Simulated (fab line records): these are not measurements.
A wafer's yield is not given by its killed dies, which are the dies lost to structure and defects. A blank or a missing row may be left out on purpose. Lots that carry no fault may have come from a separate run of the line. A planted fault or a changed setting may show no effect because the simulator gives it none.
fab line records	flow n5Finfet
[record] lots = 9	wafers = 26	lastDay = 21
route steps=1938 shown BEOL_M0_SAQP@690 BEOL_M0_CUTY@701 BEOL_M4@1111
lots untouched by any fault: they come from a run of this same line in which no faults occurred
startH: start of the lot's first displayed wafer, in hours after the record's first day	waitH: hours elapsed since this lot's preceding step	" same as the row above	L1.1+2: a row that stands for several wafers	- either no value or no given start	* or withheld: withheld	< > ~ a bound
route shown NAME@n: names a module that has steps shown in the file, with the first one's number in the route	usual: mean and standard deviation over wafers with no fault	same: alike in all rows	chamber/n: place in a boat	sites: per-site readings	_std_site: how widely they spread, as a standard deviation	_edge_site: the outer-site mean with the inner-site mean subtracted	radiusMm: how far each site lies from the wafer's centre	mask NAME#n: copy n	behind: the last tool/chamber to shape the wafer	hold: the reason the lot was held/the length of the hold in hours/how it ended	device: transistor that didn't switch, given as n, p or np	end of line: the route-end tests of the same wafers	a step with no rows: only its recipe	killed: dies that structure and defects cost at the first sort, which is not the same as the wafer's yield	map: the dies of a wafer, with x for killed, . for not killed, _ for no die there
set.NAME: the setting that was run; set.NAME@STEP: the one run at that earlier step	model.NAME: the simulator's own value behind a step, which no gauge read
a sample of lots followed through the steps of the route, with each step as a table and each wafer as a row
services: the hour from which a tool's chamber was out of use, counted from the record's first day as startH (under 0 if before that day), plus the number of hours and why
[[steps]]
[step N5_BEOL_M0_SAQP_OVL_MEAS_41]
[recipe] pointsPerWafer = 522
[usual] M0_CUT1_OVL = -0.1/0.86
lot.wafer	tool	chamber	startH	waitH	M0_CUT1_OVL[nm]
L501.2	overlay-01	0	114.62	0.0	0.0
L501.4	"	0	"	"	-0.9
L504.2	overlay-01	0	132.86	0.0	0.8
L504.4	"	0	"	"	0.1
L504.5	"	0	"	"	0.1
L506.2	overlay-01	0	150.05	0.0	0.0
L506.4	"	0	"	"	0.4
L506.5	"	0	"	"	-1.4
L505.4	overlay-01	0	156.07	0.0	-1.5
L505.5	"	0	"	"	-0.6
L505.6	"	0	"	"	-1.9
L508.3	overlay-01	0	156.70	0.0	0.2
L508.4	"	0	"	"	-1.2
L508.6	"	0	"	"	-0.4
L519.2	overlay-02	0	223.22	0.0	0.2
L519.3	"	0	"	"	1.7
L519.6	"	0	"	"	-0.2
L521.1	overlay-01	0	240.50	0.0	-1.4
L521.2	"	0	"	"	-0.2
L521.6	"	0	"	"	0.5
L522.1	overlay-02	0	241.00	0.0	-0.8
L522.2	"	0	"	"	-0.8
L522.5	"	0	"	"	-0.1
L523.4	overlay-01	0	248.74	0.0	0.9
L523.5	"	0	"	"	1.1
L523.6	"	0	"	"	1.3
[step N5_BEOL_M0_SAQP_ETCH_49]
[recipe] chemistry = CF4/O2	targetDepthA = 370	target = SiO2	pressureMtorr = 40	sourceW = 535	biasW = 49	Ar_flow_sccm = 100	cf4FlowSccm = 100	O2_flow_sccm = 10	ionEnergyEv = 100
[usual] drypumpMotorCurrentA = 5.6/0.45	oesProductAu = 0.77/0.068	rfVppV = 245/7	showerheadPlenumPTorr = 2.22/0.081	throttleValvePct = 15.88/0.19
lot.wafer	tool	chamber	startH	waitH	drypumpMotorCurrentA	oesProductAu	rfHoursCounterH	rfVppV	showerheadPlenumPTorr	throttleValvePct
L501.2	rieDiel-02	3	115.66	0.4	5.7	0.86	57	260	2.15	15.99
L501.4	"	0	"	"	4.8	0.72	215	245	2.08	16.23
L504.2	rieDiel-05	0	133.83	0.3	5.0	0.75	153	249	2.12	15.94
L504.4	"	2	"	"	6.1	0.81	106	236	2.32	15.75
L504.5	"	3	"	"	5.7	0.74	-	242	2.11	15.73
L506.2	rieDiel-05	3	151.07	0.3	5.7	0.73	156	243	2.11	15.72
L506.4	"	0	"	"	5.0	0.74	157	250	2.12	15.97
L506.5	"	0	"	"	5.0	0.73	-	251	2.12	15.95
L505.4	rieDiel-05	3	157.05	0.3	5.7	0.73	158	242	2.11	15.74
L505.5	"	1	"	"	5.6	0.73	-	236	2.28	16.02
L505.6	"	2	"	"	6.1	0.80	-	238	2.32	15.75
L508.3	rieDiel-02	0	157.65	0.3	4.8	0.70	226	246	2.08	16.27
L508.4	"	3	"	"	5.7	0.84	68	260	2.15	16.04
L508.6	"	1	"	"	6.4	0.82	-	251	2.32	15.73
L519.2	rieDiel-06	2	224.12	0.3	5.6	0.71	235	237	2.19	15.94
L519.3	"	3	"	"	6.1	0.95	16	247	2.25	15.67
L519.6	"	1	"	"	5.6	0.80	-	245	2.30	15.54
L521.1	rieDiel-02	1	241.40	0.3	6.4	0.81	96	251	2.31	15.77
L521.2	"	2	"	"	5.0	0.71	227	239	2.26	15.93
L521.6	"	2	"	"	5.0	0.71	-	239	2.26	15.94
L522.1	rieDiel-02	1	241.90	0.3	6.4	0.80	96	253	2.31	15.77
L522.2	"	2	"	"	5.0	0.72	228	239	2.26	15.94
L522.5	"	3	"	"	5.7	0.82	-	260	2.14	16.09
L523.4	rieDiel-06	2	249.62	0.3	5.5	0.70	240	237	2.19	15.93
L523.5	"	3	"	"	6.1	0.93	-	247	2.25	15.67
L523.6	"	0	"	"	5.8	0.77	-	246	2.20	16.05
[step N5_BEOL_M0_CUTY_COAT_50]
[recipe] resist = SiARC	tempC = 220	timeS = 60	spinRpm = 1500	resistThkNm = 15
[usual] spinSpeedRpm = 1500.0/1.2
lot.wafer	tool	chamber	startH	waitH	spinSpeedRpm
L501.2	lithoTrack-04	0	115.80	0.0	1499.4
L501.4	"	0	"	"	1501.5
L504.2	lithoTrack-05	0	133.97	0.0	1498.8
L504.4	"	0	"	"	1499.6
L504.5	"	0	"	"	1499.6
L506.2	lithoTrack-05	0	151.22	0.0	1500.0
L506.4	"	0	"	"	1500.9
L506.5	"	0	"	"	1501.9
L505.4	lithoTrack-05	0	157.20	0.0	708.1
L505.5	"	0	"	"	709.7
L505.6	"	0	"	"	710.1
L508.3	lithoTrack-05	0	157.79	0.0	707.8
L508.4	"	0	"	"	710.7
L508.6	"	0	"	"	712.0
L519.2	lithoTrack-03	0	224.26	0.0	1499.6
L519.3	"	0	"	"	1498.4
L519.6	"	0	"	"	1500.3
L521.1	lithoTrack-04	0	241.55	0.0	1500.1
L521.2	"	0	"	"	1499.8
L521.6	"	0	"	"	1500.5
L522.1	lithoTrack-03	0	242.04	0.0	1498.3
L522.2	"	0	"	"	1500.3
L522.5	"	0	"	"	1499.6
L523.4	lithoTrack-05	0	249.77	0.0	1502.1
L523.5	"	0	"	"	1499.4
L523.6	"	0	"	"	1501.1
[step N5_BEOL_M0_CUTY_OVL_MEAS_58]
[recipe] pointsPerWafer = 44
[usual] M0_ABLK_OVL = -0.1/0.63
lot.wafer	tool	chamber	startH	waitH	M0_ABLK_OVL[nm]
L501.2	overlay-01	0	116.18	0.0	-0.1
L501.4	"	0	"	"	-0.2
L504.2	overlay-02	0	134.39	0.0	0.4
L504.4	"	0	"	"	0.4
L504.5	"	0	"	"	1.4
L506.2	overlay-02	0	151.60	0.0	0.5
L506.4	"	0	"	"	0.9
L506.5	"	0	"	"	0.9
L505.4	overlay-02	0	157.58	0.0	-0.3
L505.5	"	0	"	"	-0.1
L505.6	"	0	"	"	0.1
L508.3	overlay-02	0	158.17	0.0	-0.7
L508.4	"	0	"	"	-0.9
L508.6	"	0	"	"	-0.6
L519.2	overlay-02	0	224.64	0.0	-0.2
L519.3	"	0	"	"	0.9
L519.6	"	0	"	"	0.0
L521.1	overlay-01	0	241.93	0.0	1.4
L521.2	"	0	"	"	0.4
L521.6	"	0	"	"	-0.3
L522.1	overlay-01	0	242.42	0.0	-0.6
L522.2	"	0	"	"	-0.4
L522.5	"	0	"	"	-0.9
L523.4	overlay-01	0	250.15	0.0	-0.3
L523.5	"	0	"	"	0.9
L523.6	"	0	"	"	0.3
[step N5_BEOL_M0_CUTY_ETCH_62]
[recipe] chemistry = CF4	target = SiARC	maskMaterial = CAR-ArF-block	timeS = 58.5	ionEnergyEv = 80	pressureMtorr = 40	sourceW = 545	biasW = 36	Ar_flow_sccm = 100	cf4FlowSccm = 100	ends = cleared
[usual] drypumpMotorCurrentA = 5.66/0.22	etchRfOnTimeS = 59.0/2	oesProductAu = 0.68/0.076	rfVppV = 184.0/1.3	showerheadPlenumPTorr = 2.14/0.063	throttleValvePct = 15.65/0.19
lot.wafer	tool	chamber	startH	waitH	drypumpMotorCurrentA	etchRfOnTimeS	oesProductAu	rfHoursCounterH	rfVppV	showerheadPlenumPTorr	throttleValvePct
L501.2	rieDiel-03	0	116.98	0.0	5.54	56.3	0.63	181	184.1	2.12	15.62
L501.4	"	3	"	"	5.67	61.5	0.69	-	183.1	2.07	15.51
L504.2	rieDiel-03	3	134.54	0.0	5.65	60.4	0.69	109	182.9	2.07	15.50
L504.4	"	0	"	"	5.52	56.5	0.62	184	183.9	2.12	15.62
L504.5	"	3	"	"	5.66	60.6	0.68	-	181.8	2.07	15.51
L506.2	rieDiel-03	2	151.69	0.0	5.95	59.7	0.64	158	184.7	2.22	15.63
L506.4	"	0	"	"	5.53	56.5	0.62	189	184.2	2.12	15.63
L506.5	"	3	"	"	5.62	59.6	0.69	-	183.2	2.07	15.54
L505.4	rieDiel-04	0	157.69	0.0	5.87	45.0	0.85	-	184.4	2.10	15.58
L505.5	"	3	"	"	5.23	48.2	0.64	-	186.7	2.21	15.91
L505.6	"	2	"	"	5.41	48.0	0.59	-	185.9	2.20	15.73
L508.3	rieDiel-04	2	158.42	0.0	5.41	48.1	0.59	228	185.6	2.20	15.73
L508.4	"	2	"	"	5.40	48.1	0.60	-	185.1	2.20	15.73
L508.6	"	3	"	"	5.23	48.7	0.63	-	184.1	2.21	15.92
L519.2	rieDiel-03	1	224.73	0.0	5.77	57.5	0.67	127	182.8	2.06	15.69
L519.3	"	2	"	"	5.98	60.1	0.62	186	185.5	2.21	15.68
L519.6	"	0	"	"	5.51	56.5	0.61	-	184.5	2.11	15.69
L521.1	rieDiel-01	1	242.02	0.0	5.53	59.2	0.69	92	187.1	2.24	15.66
L521.2	"	0	"	"	5.76	57.0	0.69	114	182.8	2.08	15.62
L521.6	"	3	"	"	5.86	60.5	0.79	-	185.0	2.12	15.23
L522.1	rieDiel-01	3	242.51	0.0	5.84	60.6	0.79	8	182.4	2.12	15.24
L522.2	"	2	"	"	5.64	63.6	0.61	184	184.5	2.13	16.05
L522.5	"	3	"	"	5.83	60.0	0.80	-	183.9	2.12	15.25
L523.4	rieDiel-03	1	250.38	0.0	5.76	57.7	0.67	136	181.6	2.06	15.72
L523.5	"	3	"	"	5.67	60.6	0.65	-	184.2	2.06	15.60
L523.6	"	2	"	"	5.96	61.1	0.61	-	185.9	2.20	15.71
[step N5_BEOL_M4_RC_MEAS_101]
[usual] DIBL_N = 36.1/2.3	DIBL_P = 36/3.2	IOFF_N = 0.16/0.045	IOFF_P = 0.21/0.049	ION_N = 674/14	ION_P = 462/8.4	SS_N = 71.6/0.83	SS_P = 73.2/0.87	VT_N = 249/3.8	VT_P = -250/3.4
lot.wafer	tool	chamber	startH	waitH	DIBL_N[mV/V]	DIBL_P[mV/V]	IOFF_N[nA/um]	IOFF_P[nA/um]	ION_N[uA/um]	ION_P[uA/um]	SS_N[mV/dec]	SS_P[mV/dec]	VT_N[mV]	VT_P[mV]
L501.2	prober-01	0	271.85	0.2	33.3	35	0.12	0.19	655	460	70.6	73.0	254	-250
L501.4	"	0	"	"	34.5	36	0.13	0.23	664	464	70.5	72.7	249	-244
L506.2	prober-02	0	277.70	0.2	35.9	36	0.16	0.18	671	449	71.5	74.0	248	-250
L506.4	"	0	"	"	31.9	31	0.10	0.13	663	451	69.7	72.0	252	-256
L506.5	"	0	"	"	35.3	34	0.16	0.17	670	453	70.8	72.7	246	-255
L504.2	prober-02	0	280.86	0.2	35.8	36	0.15	0.20	674	458	71.7	72.9	249	-251
L504.4	"	0	"	"	34.3	34	0.13	0.17	669	461	71.1	72.6	249	-252
L504.5	"	0	"	"	34.7	35	0.14	0.19	677	460	70.5	72.1	249	-251
L508.3	prober-02	0	286.86	0.3	34.9	34	0.12	0.15	652	444	70.7	71.9	253	-255
L508.4	"	0	"	"	36.0	36	0.14	0.19	668	456	71.9	73.5	251	-255
L508.6	"	0	"	"	34.8	33	0.12	0.15	645	439	70.9	72.9	254	-257
L505.4	prober-02	0	289.33	0.5	37.0	38	0.19	0.25	671	455	72.0	73.9	246	-247
L505.5	"	0	"	"	38.4	39	0.20	0.25	679	465	72.7	74.4	249	-249
L505.6	"	0	"	"	36.7	37	0.19	0.23	683	464	72.6	73.6	250	-249
L522.1	prober-02	0	364.44	0.0	39.9	39	0.22	0.24	707	474	72.3	74.2	244	-250
L522.2	"	0	"	"	36.0	34	0.14	0.17	661	450	70.8	73.0	250	-252
L522.5	"	0	"	"	35.4	33	0.13	0.17	670	460	70.4	72.0	251	-248
L519.2	prober-01	0	388.49	0.2	35.1	37	0.15	0.23	659	460	71.3	73.8	250	-250
L519.3	"	0	"	"	36.6	38	0.19	0.23	682	457	72.4	73.2	248	-250
L519.6	"	0	"	"	35.3	37	0.15	0.21	665	454	71.9	73.4	252	-250
L521.1	prober-02	0	388.83	0.0	40.9	44	0.28	0.38	686	469	73.0	75.4	241	-241
L521.2	"	0	"	"	40.3	43	0.30	0.36	695	472	72.4	74.8	239	-240
L521.6	"	0	"	"	39.2	41	0.26	0.31	685	464	72.8	75.0	243	-243
L523.4	prober-01	0	394.25	0.5	37.5	39	0.20	0.25	683	463	72.7	73.3	246	-248
L523.5	"	0	"	"	40.1	42	0.24	0.29	679	461	72.7	74.2	246	-248
L523.6	"	0	"	"	37.4	38	0.19	0.24	681	466	72.0	73.7	247	-247
[[services]]
tool	chamber	startH	hours	kind
rieDiel-04	3	94.76	1.6	repair
rieDiel-05	-	95.09	0.1	repair
rieDiel-01	-	114.20	2.8	pm
rieDiel-03	2	115.16	18.1	repair
rieDiel-04	0	128.41	-	clean
rieDiel-04	0	128.41	-	consumableReplace:focusRing
lithoTrack-05	-	135.46	-	consumableReplace:filter
rieDiel-06	3	141.41	1.3	repair
rieDiel-06	3	156.83	2.9	repair
rieDiel-02	-	169.40	14.6	pm
lithoTrack-05	-	181.99	-	consumableReplace:filter
rieDiel-05	3	183.44	8.8	repair
rieDiel-02	-	192.18	1.3	repair
rieDiel-03	0	206.78	4.0	repair
rieDiel-02	2	210.62	5.7	repair
rieDiel-06	0	211.17	17.1	repair
rieDiel-05	3	216.50	6.9	repair
rieDiel-03	2	238.86	1.8	repair
rieDiel-02	0	239.75	-	clean
rieDiel-02	0	239.75	-	consumableReplace:focusRing
rieDiel-02	0	239.75	-	consumableReplace:showerhead
rieDiel-02	0	239.75	23.9	scheduledDown
rieDiel-02	0	239.75	23.9	ventCycle
rieDiel-06	-	246.41	0.3	repair
[[key]]
[firstSign] step = N5_BEOL_M0_CUTY_COAT_50	reading = spinSpeedRpm	direction = down	sigmas = 99+	usual = *	struck = *
[effect] step = N5_BEOL_M0_CUTY_ETCH_62	reading = etchRfOnTimeS	direction = down	sigmas = 5.7	usual = *	struck = *
metAt N5_BEOL_M0_CUTY_COAT_50
struckLots L505,L508
notActingAt N5_BEOL_M0_SAQP_OVL_MEAS_41,N5_BEOL_M0_SAQP_ETCH_49,N5_BEOL_M0_CUTY_OVL_MEAS_58
onsetBetween 151.22 157.20
[fault] kind = processParameterDrift	tool = lithoTrack-05	chamber = -	onsetH = 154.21	steps = N5_BEOL_M0_CUTY_COAT_50	channel = spinRpm	offset = *	shape = step	endH = 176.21	actsIn = *	stated = *
